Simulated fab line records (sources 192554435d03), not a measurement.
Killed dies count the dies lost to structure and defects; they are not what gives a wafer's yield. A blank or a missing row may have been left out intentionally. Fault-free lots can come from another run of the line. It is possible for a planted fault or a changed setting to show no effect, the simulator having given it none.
Struck lot and sound lot, side by side	flow n5-finfet	42 steps out of a route of 1938
Sound: wafers L699.2, L699.3, L699.5. Struck: wafer L703.5 (left out: L703.1, a lot-mate that was not struck); the cause follows at the end.
Order at every step that has rows: each side's tool, ch and its chambers, its first start. Under that, the readings that differ: sound wafers	struck wafers	difference of the means	sigmas: that difference in standard deviations of wafers without a fault.
alike: readings with means less than 2 such deviations apart, plus words and numbers identical on both sides. not compared: withheld readings, readings lacking a value on some wafer, bounds such as >300 that could conceal the same value, and numbers that have no deviation in the record and whose values overlap.
Wherever a step has rows on one side only, a row that says differs or no value, or a row with sigmas, the two part there. When numbers do not overlap yet have no deviation, they are printed without sigmas and do not part them. Lack of a reading on every wafer of one side parts them only where that side has two or more wafers.

first, 11 steps without rows for these wafers: N5_GATE_CUT_ETCHBACK_00 (etches W in SF6/Cl2); N5_GATE_CUT_ETCH_56 (etches TiN in Cl2/Ar, target depth 21.6 nm); N5_GATE_CUT_ETCHBACK_30 (etches TiN in Cl2/Ar, target depth 3 nm); N5_GATE_CUT_VAPOR_ETCH_60 (etches HfO2 in BCl3/Cl2); N5_GATE_CUT_ETCH_58 (etches SiNx in CH3F/O2, target depth 17 nm, time 128.6 s); N5_GATE_CUT_STRIP_59 (strips in N2/H2, time 20 s); N5_GATE_CUT_PRECLEAN_31 (cleans in DIW, time 300 s); N5_GATE_CUT_SRD_32 (time 30 s); N5_GATE_CUT_SAC_CAP_01 (material SiNx, target thk 24 nm, pulse time 1 s, ald cycles 480); N5_GATE_CUT_PECVD_57 (deposits SiNx from SiH4/NH3/N2, target thk 21 nm); N5_GATE_CUT_CMP_02 (polishes, stops on SiO2, t overpolish 12.7 s, target thk 0 nm).
N5_GATE_CUT_HM_DEP_46: deposits SiO2 from TEOS/O2, target thk 130 nm, time 26.6 s.
  sound on pecvd-02 ch 1,2, day 5 22:44; struck on pecvd-02 ch 1, day 6 21:40
reading	sound	struck	difference	sigmas
model.SiO2_of_GATE_CUT_HM_DEP_46.thk-nm (nm)	129 129.4 128.8	80	-49	
  alike: heater-power-w, showerhead-plenum-p-Torr, throttle-valve-pct
  not compared: since-wet-clean-h
then, 15 steps without rows for these wafers: N5_GATE_CUT_COAT_34 (time 60 s, resist thk 60 nm); N5_GATE_CUT_COAT_35 (time 60 s, resist thk 10 nm); N5_GATE_CUT_COAT_27 (time 60 s, resist thk 10 nm); N5_GATE_CUT_COAT_07 (resist thk 30 nm); N5_GATE_CUT_EBR_09; N5_GATE_CUT_SOFTBAKE_08 (time 60 s); N5_GATE_CUT_EXPOSE_10 (exposes mask GATE CUT, target cd 20 nm); N5_GATE_CUT_PEB_11 (peb time 60 s); N5_GATE_CUT_DEVELOP_12 (develop time 30 s); N5_GATE_CUT_DESCUM_18 (chemistry O2, time 7 s); N5_GATE_CUT_ETCH_28 (etches underlayer in N2/H2, target depth 13 nm, time 10.4 s); N5_GATE_CUT_ETCH_36 (etches SiARC in CF4, target depth 13 nm, time 21.7 s); N5_GATE_CUT_ETCH_37 (etches SOC in N2/H2, target depth 60 nm, overetch 12 nm, time 90 s); N5_GATE_CUT_STRIP_38 (strips in N2/H2); N5_GATE_CUT_STRIP_39 (strips in N2/H2).
N5_GATE_CUT_HM_OPEN_40: chemistry C4F6/O2, target SiO2, target depth 139 nm, time 85.1 s.
  sound on rie-diel-02 ch 2,3, day 5 23:21; struck on rie-diel-02 ch 1, day 6 22:24
reading	sound	struck	difference	sigmas
drypump-motor-current-A (A)	5.2 5.3 5.3	6.5	+1.2	+3
etch-rf-on-time-s (s)	90.1 90.8 90.9	57.6	-33.0	-15
model.etch.depth-nm (nm)	129 129.4 128.8	80.04	-49.03	
model.SOC_of_GATE_CUT_COAT_34.thk-nm (nm)	33.8 33 33.2	43	+10	
  alike: chamber-pressure-mTorr, oes-product-au, rf-vpp-V, showerhead-plenum-p-Torr, throttle-valve-pct
  not compared: rf-hours-counter-h
then, 10 steps without rows for these wafers: N5_GATE_CUT_STRIP_41 (strips in CF4); N5_GATE_CUT_STRIP_42 (strips in O2); N5_GATE_CUT_ETCH_19 (etches SiNx in CH3F/O2, target depth 53.7 nm, time 76.7 s); N5_GATE_CUT_CUT_ETCH_53 (etches W in SF6/Cl2, target depth 79.2 nm); N5_GATE_CUT_CUT_ETCH_54 (etches TiN in Cl2/BCl3, target depth 96.7 nm); N5_GATE_CUT_CUT_ETCH_55 (etches HfO2 in BCl3, target depth 3.2 nm); N5_GATE_CUT_ETCH_47 (etches SiO2 in Cl2/BCl3, target depth 10 nm); N5_GATE_CUT_VAPOR_ETCH_48 (etches TiN in BCl3/Cl2); N5_GATE_CUT_VAPOR_ETCH_49 (etches TiAlC in BCl3/Cl2); N5_GATE_CUT_VAPOR_ETCH_51 (etches HfO2 in BCl3/Cl2).
N5_GATE_CUT_THK_MEAS_24:
  sound: film-metro-01 at day 6 01:49; struck: film-metro-02 at day 7 01:04
reading	sound	struck	difference	sigmas
GC_FILL_THK (nm)	220.5 219.4 219.5	169.1	-50.7	-23
N5_GATE_CUT_CMP_43: polishes SiO2.
  sound on cmp-04 ch 0,3, day 6 01:55; struck on cmp-01 ch 1, day 7 01:15
reading	sound	struck	difference	sigmas
model.SiO2_of_GATE_CUT_HM_DEP_46.thk-nm (nm)	5 5 5	2.6	-2.4	
  alike: motor-current-A
-- the record jumps here: 5 days lie between the struck wafers' starts before and after (it left off in module GATE_CUT and takes up again in module BEOL_M4, whose first step shown is number 1111 of the route) --
N5_BEOL_M4_RC_MEAS_101:
  sound on prober-02 ch 0, day 11 08:13; struck on prober-01 ch 0, day 12 12:52
  alike: DIBL_N, DIBL_P, IOFF_N, IOFF_P, ION_N, ION_P, SS_N, SS_P, VT_N, VT_P
-- the record jumps here: 4 days lie between the struck wafers' starts before and after (it left off in module BEOL_M4 and takes up again in module PASSIVATION, whose first step shown is number 1936 of the route) --
N5_PASSIVATION_PROBE_49:
  sound: prober-02 at day 15 18:40; struck: prober-01 at day 16 21:35
reading	sound	struck	difference	sigmas
killed-at-front-end	53 41 30	67	+26	+2
  alike: defect-limited-yield, killed_at_M0_to_M3, killed_at_M4_up, killed-at-contacts, killed-at-other, killed-dies, killed-open, killed-short, sort_bin_5_function, sort_bin_6_memory, sort_bin_8_speed, sort-n-pass, sort-yield-pct

WHERE THEY PART
Earliest at N5_GATE_CUT_HM_OPEN_40; latest, in this record, at N5_PASSIVATION_PROBE_49.

WHY: what had been put in by the simulator
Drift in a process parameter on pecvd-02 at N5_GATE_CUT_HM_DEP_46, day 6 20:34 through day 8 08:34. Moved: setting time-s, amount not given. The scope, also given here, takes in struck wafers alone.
